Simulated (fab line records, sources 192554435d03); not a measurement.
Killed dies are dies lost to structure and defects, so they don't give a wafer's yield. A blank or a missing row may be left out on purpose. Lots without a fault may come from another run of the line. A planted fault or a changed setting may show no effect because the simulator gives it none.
Which tool did it? | flow n5_finfet | 24 lots, 72 wafers sampled, at 5 steps of a route of 1938

WHAT THE GAUGES READ, wafer by wafer
N5_BEOL_M8_RS_MEAS_57: measures by four-point-probe.
lot  | measured     | on            | M8_RS (ohm/sq)
L074 | day 9 09:19  | film_metro-01 | 0.296 0.291 0.285
L075 | day 9 22:13  | film_metro-02 | 0.277 0.280 0.285
L076 | day 9 23:32  | film_metro-02 | 0.285 0.278 0.280
L077 | day 10 07:26 | film_metro-01 | 0.285 0.290 0.282
L078 | day 10 08:04 | film_metro-02 | 0.283 0.283 0.279
L079 | day 10 15:50 | film_metro-01 | 0.299 0.289 0.295
L080 | day 10 20:52 | film_metro-01 | 0.283 0.281 0.282
L082 | day 11 09:12 | film_metro-02 | 0.277 0.280 0.283
L081 | day 11 09:32 | film_metro-01 | 0.285 0.286 0.292
L083 | day 11 11:27 | film_metro-01 | 0.288 0.295 0.291
L084 | day 11 17:31 | film_metro-02 | 0.292 0.293 0.293
L085 | day 12 05:35 | film_metro-01 | 0.289 0.283 0.275
L088 | day 12 15:11 | film_metro-02 | 0.297 0.301 0.288
L087 | day 12 15:44 | film_metro-02 | 0.292 0.296 0.295
L086 | day 12 16:11 | film_metro-01 | 0.275 0.276 0.282
L089 | day 13 12:02 | film_metro-01 | 0.290 0.288 0.279
L090 | day 13 16:59 | film_metro-01 | 0.281 0.282 0.285
L091 | day 13 19:26 | film_metro-01 | 0.288 0.284 0.282
L093 | day 14 00:11 | film_metro-02 | 0.273 0.280 0.275
L092 | day 14 06:08 | film_metro-01 | 0.295 0.291 0.301
L094 | day 14 12:01 | film_metro-02 | 0.296 0.284 0.293
L095 | day 14 15:38 | film_metro-01 | 0.286 0.284 0.287
L097 | day 15 02:24 | film_metro-02 | 0.283 0.288 0.284
L096 | day 15 07:14 | film_metro-01 | 0.287 0.292 0.296

WHICH TOOL RAN EACH LOT (tool, then ch and the chambers of the sampled wafers, then the start)
lot  | N5_BEOL_M8_ETCH_72                 | N5_BEOL_M8_VIA_ETCH_34             | N5_BEOL_M8_PRE_CLEAN_45      | N5_BEOL_M8_SURFACE_TREAT_79
L074 | rie_diel-02 ch 0,2,3, day 9 03:55  | rie_diel-02 ch 0,2,3, day 9 04:04  | pvd_sputter-02, day 9 05:02  | pvd_sputter-03, day 9 07:40
L075 | rie_diel-01 ch 1,2,3, day 9 18:10  | rie_diel-01 ch 1,2,3, day 9 18:19  | pvd_sputter-01, day 9 20:40  | pvd_sputter-01, day 9 21:01
L076 | rie_diel-01 ch 0,3, day 9 20:41    | rie_diel-01 ch 0,3, day 9 20:50    | pvd_sputter-03, day 9 21:58  | pvd_sputter-03, day 9 22:22
L077 | rie_diel-01 ch 0,1,3, day 10 05:01 | rie_diel-01 ch 0,1,3, day 10 05:10 | pvd_sputter-01, day 10 05:58 | pvd_sputter-01, day 10 06:18
L078 | rie_diel-01 ch 1,2,3, day 10 05:29 | rie_diel-01 ch 1,2,3, day 10 05:38 | pvd_sputter-03, day 10 06:27 | pvd_sputter-03, day 10 06:51
L079 | rie_diel-02 ch 0,1,2, day 10 12:21 | rie_diel-02 ch 0,1,2, day 10 12:29 | pvd_sputter-01, day 10 13:27 | pvd_sputter-01, day 10 13:51
L080 | rie_diel-02 ch 1,2,3, day 10 17:44 | rie_diel-02 ch 1,2,3, day 10 17:53 | pvd_sputter-02, day 10 18:58 | pvd_sputter-01, day 10 19:22
L082 | rie_diel-04 ch 0,2, day 11 05:05   | rie_diel-04 ch 0,2, day 11 05:13   | pvd_sputter-02, day 11 07:24 | pvd_sputter-02, day 11 07:48
L081 | rie_diel-01 ch 0,1,2, day 11 06:47 | rie_diel-01 ch 0,1,2, day 11 06:56 | pvd_sputter-02, day 11 07:46 | pvd_sputter-01, day 11 08:12
L083 | rie_diel-02 ch 0,1, day 11 08:21   | rie_diel-02 ch 0,1, day 11 08:30   | pvd_sputter-02, day 11 09:49 | pvd_sputter-01, day 11 10:12
L084 | rie_diel-02 ch 0,1,3, day 11 13:38 | rie_diel-02 ch 0,1,3, day 11 13:47 | pvd_sputter-02, day 11 15:04 | pvd_sputter-02, day 11 15:25
L085 | rie_diel-01 ch 0,2,3, day 12 02:14 | rie_diel-01 ch 0,2,3, day 12 02:23 | pvd_sputter-03, day 12 03:25 | pvd_sputter-03, day 12 03:51
L088 | rie_diel-02 ch 0,1,2, day 12 10:49 | rie_diel-02 ch 0,1,2, day 12 10:58 | pvd_sputter-02, day 12 11:52 | pvd_sputter-03, day 12 13:26
L087 | rie_diel-02 ch 1,2,3, day 12 11:13 | rie_diel-02 ch 1,2,3, day 12 11:21 | pvd_sputter-01, day 12 13:45 | pvd_sputter-03, day 12 14:09
L086 | rie_diel-04 ch 0,1,3, day 12 11:20 | rie_diel-04 ch 0,1,3, day 12 11:29 | pvd_sputter-03, day 12 13:46 | pvd_sputter-02, day 12 14:10
L089 | rie_diel-01 ch 0,1, day 13 07:50   | rie_diel-01 ch 0,1, day 13 07:59   | pvd_sputter-03, day 13 10:29 | pvd_sputter-03, day 13 10:56
L090 | rie_diel-04 ch 1,2,3, day 13 13:43 | rie_diel-04 ch 1,2,3, day 13 13:51 | pvd_sputter-02, day 13 14:45 | pvd_sputter-02, day 13 15:14
L091 | rie_diel-01 ch 0,1,2, day 13 16:34 | rie_diel-01 ch 0,1,2, day 13 16:43 | pvd_sputter-02, day 13 17:44 | pvd_sputter-02, day 13 18:05
L093 | rie_diel-04 ch 0,1, day 13 20:16   | rie_diel-04 ch 0,1, day 13 20:25   | pvd_sputter-03, day 13 21:13 | pvd_sputter-01, day 13 21:34
L092 | rie_diel-02 ch 0,1,3, day 14 02:21 | rie_diel-02 ch 0,1,3, day 14 02:30 | pvd_sputter-02, day 14 04:10 | pvd_sputter-02, day 14 04:40
L094 | rie_diel-02 ch 0,1,3, day 14 07:31 | rie_diel-02 ch 0,1,3, day 14 07:40 | pvd_sputter-02, day 14 08:46 | pvd_sputter-03, day 14 09:11
L095 | rie_diel-02 ch 1,3, day 14 11:19   | rie_diel-02 ch 1,3, day 14 11:28   | pvd_sputter-02, day 14 14:00 | pvd_sputter-03, day 14 14:22
L097 | rie_diel-01 ch 1,3, day 14 23:10   | rie_diel-01 ch 1,3, day 14 23:18   | pvd_sputter-02, day 15 00:08 | pvd_sputter-02, day 15 00:37
L096 | rie_diel-02 ch 0,2,3, day 15 04:31 | rie_diel-02 ch 0,2,3, day 15 04:40 | pvd_sputter-02, day 15 05:32 | pvd_sputter-02, day 15 05:55
- N5_BEOL_M8_ETCH_72: etches underlayer in N2/H2, target depth 6.5 nm, time 5.2 s.
- N5_BEOL_M8_VIA_ETCH_34: etches SiCOH lowk in C4F6/O2, target depth 125.5 nm, time 50.5 s.
- N5_BEOL_M8_PRE_CLEAN_45: time 30 s.
- N5_BEOL_M8_SURFACE_TREAT_79

WHAT THE TOOLS THEMSELVES READ (means of the sampled wafers that have a number; where no wafer has one, the mark that the record gives instead)
N5_BEOL_M8_ETCH_72.
lot  | tool        | drypump_motor_current_A (A) | etch_rf_on_time_s (s) | oes_product_au (a.u.) | rf_vpp_V (V) | showerhead_plenum_p_Torr (Torr) | throttle_valve_pct (%)
L074 | rie_diel-02 | 5.2                         | 5.22                  | 0.63                  | 522.8        | 2.49                            | 18.0
L075 | rie_diel-01 | 6.0                         | 5.08                  | 0.70                  | 524.8        | 2.60                            | 17.9
L076 | rie_diel-01 | 6.1                         | 5.04                  | 0.73                  | 526.2        | 2.65                            | 18.1
L077 | rie_diel-01 | 6.1                         | 5.14                  | 0.71                  | 524.7        | 2.57                            | 18.0
L078 | rie_diel-01 | 6.0                         | 5.10                  | 0.70                  | 526.1        | 2.60                            | 17.9
L079 | rie_diel-02 | 5.3                         | 5.18                  | 0.67                  | 522.0        | 2.47                            | 17.9
L080 | rie_diel-02 | 5.1                         | 5.20                  | 0.66                  | 522.6        | 2.48                            | 17.9
L082 | rie_diel-04 | 5.6                         | 5.15                  | 0.75                  | 523.7        | 2.59                            | 18.2
L081 | rie_diel-01 | 5.9                         | 5.13                  | 0.73                  | 523.6        | 2.57                            | 17.7
L083 | rie_diel-02 | 5.5                         | 5.24                  | 0.67                  | 523.1        | 2.50                            | 17.9
L084 | rie_diel-02 | 5.3                         | 5.27                  | 0.66                  | 522.5        | 2.51                            | 17.8
L085 | rie_diel-01 | 5.9                         | 5.06                  | 0.73                  | 525.8        | 2.64                            | 17.8
L088 | rie_diel-02 | 5.3                         | 5.25                  | 0.65                  | 520.7        | 2.46                            | 17.9
L087 | rie_diel-02 | 5.1                         | 5.17                  | 0.65                  | 521.2        | 2.47                            | 17.9
L086 | rie_diel-04 | 5.2                         | 5.09                  | 0.74                  | 524.1        | 2.54                            | 17.8
L089 | rie_diel-01 | 6.0                         | 5.14                  | 0.67                  | 520.4        | 2.48                            | 18.0
L090 | rie_diel-04 | 5.2                         | 5.12                  | 0.72                  | 524.3        | 2.54                            | 18.0
L091 | rie_diel-01 | 5.9                         | 5.14                  | 0.70                  | 524.5        | 2.56                            | 17.8
L093 | rie_diel-04 | 5.0                         | 5.07                  | 0.76                  | 522.3        | 2.51                            | 17.7
L092 | rie_diel-02 | 5.3                         | 5.29                  | 0.64                  | 523.0        | 2.50                            | 17.9
L094 | rie_diel-02 | 5.3                         | 5.31                  | 0.64                  | 523.6        | 2.49                            | 17.9
L095 | rie_diel-02 | 5.1                         | 5.19                  | 0.64                  | 524.3        | 2.50                            | 17.9
L097 | rie_diel-01 | 6.2                         | 5.09                  | 0.64                  | 524.3        | 2.57                            | 18.3
L096 | rie_diel-02 | 5.2                         | 5.27                  | 0.59                  | 520.6        | 2.47                            | 18.1

N5_BEOL_M8_VIA_ETCH_34.
lot  | tool        | drypump_motor_current_A (A) | oes_f_703_au (a.u.) | oes_product_au (a.u.) | rf_vpp_V (V) | showerhead_plenum_p_Torr (Torr) | throttle_valve_pct (%)
L074 | rie_diel-02 | 5.2                         | 0.73                | 0.73                  | 662          | 2.81                            | 21.15
L075 | rie_diel-01 | 6.0                         | 0.82                | 0.82                  | 670          | 2.90                            | 20.96
L076 | rie_diel-01 | 6.1                         | 0.85                | 0.86                  | 670          | 2.95                            | 21.10
L077 | rie_diel-01 | 6.1                         | 0.84                | 0.83                  | 666          | 2.87                            | 21.05
L078 | rie_diel-01 | 6.0                         | 0.83                | 0.81                  | 670          | 2.90                            | 20.96
L079 | rie_diel-02 | 5.3                         | 0.78                | 0.78                  | 663          | 2.78                            | 21.08
L080 | rie_diel-02 | 5.1                         | 0.77                | 0.77                  | 669          | 2.78                            | 20.99
L082 | rie_diel-04 | 5.6                         | 0.86                | 0.88                  | 667          | 2.88                            | 21.08
L081 | rie_diel-01 | 5.9                         | 0.85                | 0.85                  | 668          | 2.88                            | 20.78
L083 | rie_diel-02 | 5.5                         | 0.77                | 0.78                  | 663          | 2.81                            | 21.07
L084 | rie_diel-02 | 5.3                         | 0.77                | 0.77                  | 669          | 2.82                            | 20.98
L085 | rie_diel-01 | 5.9                         | 0.86                | 0.85                  | 672          | 2.95                            | 20.84
L088 | rie_diel-02 | 5.3                         | 0.76                | 0.75                  | 662          | 2.77                            | 21.10
L087 | rie_diel-02 | 5.1                         | 0.76                | 0.75                  | 667          | 2.78                            | 21.00
L086 | rie_diel-04 | 5.2                         | 0.85                | 0.86                  | 667          | 2.85                            | 20.98
L089 | rie_diel-01 | 6.0                         | 0.78                | 0.79                  | 661          | 2.78                            | 21.07
L090 | rie_diel-04 | 5.3                         | 0.84                | 0.84                  | 661          | 2.84                            | 21.00
L091 | rie_diel-01 | 5.9                         | 0.82                | 0.82                  | 668          | 2.87                            | 20.82
L093 | rie_diel-04 | 5.0                         | 0.88                | 0.89                  | 670          | 2.82                            | 20.90
L092 | rie_diel-02 | 5.3                         | 0.76                | 0.76                  | 668          | 2.81                            | 21.01
L094 | rie_diel-02 | 5.3                         | 0.75                | 0.75                  | 667          | 2.81                            | 21.01
L095 | rie_diel-02 | 5.1                         | 0.75                | 0.75                  | 674          | 2.81                            | 20.91
L097 | rie_diel-01 | 6.2                         | 0.76                | 0.74                  | 668          | 2.87                            | 21.31
L096 | rie_diel-02 | 5.2                         | 0.70                | 0.69                  | 663          | 2.78                            | 21.22

N5_BEOL_M8_PRE_CLEAN_45.
lot  | tool           | heater_power_w (W)
L074 | pvd_sputter-02 | 327
L075 | pvd_sputter-01 | 321
L076 | pvd_sputter-03 | 308
L077 | pvd_sputter-01 | 318
L078 | pvd_sputter-03 | 333
L079 | pvd_sputter-01 | 322
L080 | pvd_sputter-02 | 320
L082 | pvd_sputter-02 | 331
L081 | pvd_sputter-02 | 299
L083 | pvd_sputter-02 | 282
L084 | pvd_sputter-02 | 319
L085 | pvd_sputter-03 | 324
L088 | pvd_sputter-02 | 315
L087 | pvd_sputter-01 | 318
L086 | pvd_sputter-03 | 322
L089 | pvd_sputter-03 | 309
L090 | pvd_sputter-02 | 293
L091 | pvd_sputter-02 | 304
L093 | pvd_sputter-03 | 331
L092 | pvd_sputter-02 | 300
L094 | pvd_sputter-02 | 301
L095 | pvd_sputter-02 | 305
L097 | pvd_sputter-02 | 316
L096 | pvd_sputter-02 | 317

THE ANSWER, worked out from the rows above alone
Rule: what is usual is taken from the lots themselves. Put in order of their means at a reading, lots are off if they are a third of the lots or fewer, leave a main group of 4 or more, and stand apart from it by a gap of 3 or more times the standard deviation of the main group's means; of several such gaps the widest counts. A main group whose means are all the same, to the digits that the tables above print for the reading, isn't used. A lot without any number at a reading at which 4 lots or more have one is off too. The other lots that the step has rows for count as sound. The gauges are gone through in route order, then the tools' own readings, and for those a lot's mean is taken as printed above. The first step at which some lot is off is used, and at that step the reading that is off furthest; a lot without a number counts as furthest.
No lot is off at any reading shown: from this, nothing can be told.

WHAT THE SIMULATOR HAD PUT IN
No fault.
